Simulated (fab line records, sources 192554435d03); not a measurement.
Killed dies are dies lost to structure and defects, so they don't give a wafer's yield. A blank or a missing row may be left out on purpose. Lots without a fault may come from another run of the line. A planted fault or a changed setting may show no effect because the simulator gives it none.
Chamber matching | flow n5_finfet | N5_GATE_CUT_STRIP_59 on rie_diel-01: 4 sister chambers
The step strips in N2/H2, time 20 s. 4 wafers are shown with their chamber, then 8 later ones without.

WAFERS WITH THEIR CHAMBER
wafer  | chamber | drypump_motor_current_A (A)
L075.4 | 2       | 6.0
L085.5 | 3       | 6.7
L088.5 | 0       | 6.1
L094.1 | 1       | 5.9

WAFERS WITHOUT THEIR CHAMBER
wafer  | drypump_motor_current_A (A)
L094.2 | 6.7
L094.4 | 6.1
L095.2 | 6.1
L095.3 | 5.8
L095.4 | 6.7
L097.1 | 5.9
L097.4 | 6.0
L097.5 | 6.0

WHICH CHAMBER EACH WENT THROUGH
wafer  | from the rows above | in truth
L094.2 | 3                   | 3
L094.4 | 0                   | 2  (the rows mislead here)
L095.2 | 0                   | 0
L095.3 | 1                   | 1
L095.4 | 3                   | 3
L097.1 | 1                   | 1
L097.4 | 2                   | 2
L097.5 | 2                   | 2
Placed correctly: 7 of 8. Can't be placed from these rows: 0. Placed wrongly: 1.
How it was worked out, from the rows above alone: a wafer's distance from a chamber is the root of the sum, over the readings, of the square of ((its reading less the chamber's mean) divided by the reading's scatter). The wafer belongs to the nearest chamber; if the next one is less than 2 further off, it can't be placed. A chamber's mean is the mean of its shown wafers. The scatter: with one shown wafer a chamber, the root of the mean of the squares of how far each hidden wafer lies from its nearest shown one.
